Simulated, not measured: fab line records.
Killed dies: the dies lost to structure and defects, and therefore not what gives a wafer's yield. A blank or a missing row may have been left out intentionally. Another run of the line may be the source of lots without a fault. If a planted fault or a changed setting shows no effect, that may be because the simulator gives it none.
Chamber matching -- flow n5Finfet -- N5_MOL_CONTACT_COAG_ALD_20 on aldMetal-01 has 4 sister chambers
The step deposits TiN, target thk 1.5 nm, pulse time 1 s, purge time 3 s. 4 wafers are shown with their chamber, then 8 later ones without.

## EACH WAFER AND ITS CHAMBER
wafer,chamber,heaterPowerW (W)
L965.1,1,770
L976.1,2,891
L976.3,3,1173
L977.1,0,826

## WAFERS WITHOUT THEIR CHAMBER
wafer,heaterPowerW (W)
L977.2,1138
L977.5,1189
L980.3,1189
L980.5,794
L980.6,765
L981.2,1196
L981.3,864
L981.5,876

## EACH ONE'S CHAMBER
wafer,from the rows above,in truth
L977.2,3,3
L977.5,3,3
L980.3,3,3
L980.5,can't be placed: 1 or 0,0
L980.6,1,1
L981.2,3,3
L981.3,can't be placed: 2 or 0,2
L981.5,can't be placed: 2 or 0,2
Placed correctly: 5 of 8. These rows do not allow placing 3 (true chamber among the candidates in 3). Wrongly placed: 0.
How it was worked out, from the rows above alone: a wafer's distance from a chamber is the root of the sum, over the readings, of the square of ((its reading less the chamber's mean) divided by the reading's scatter). The wafer belongs to the nearest chamber; if the next one is less than 2 further off, it can't be placed. Each chamber's mean is taken over the wafers shown for it. The scatter: root of mean squared gap, hidden wafer to nearest shown wafer, with one shown wafer a chamber.
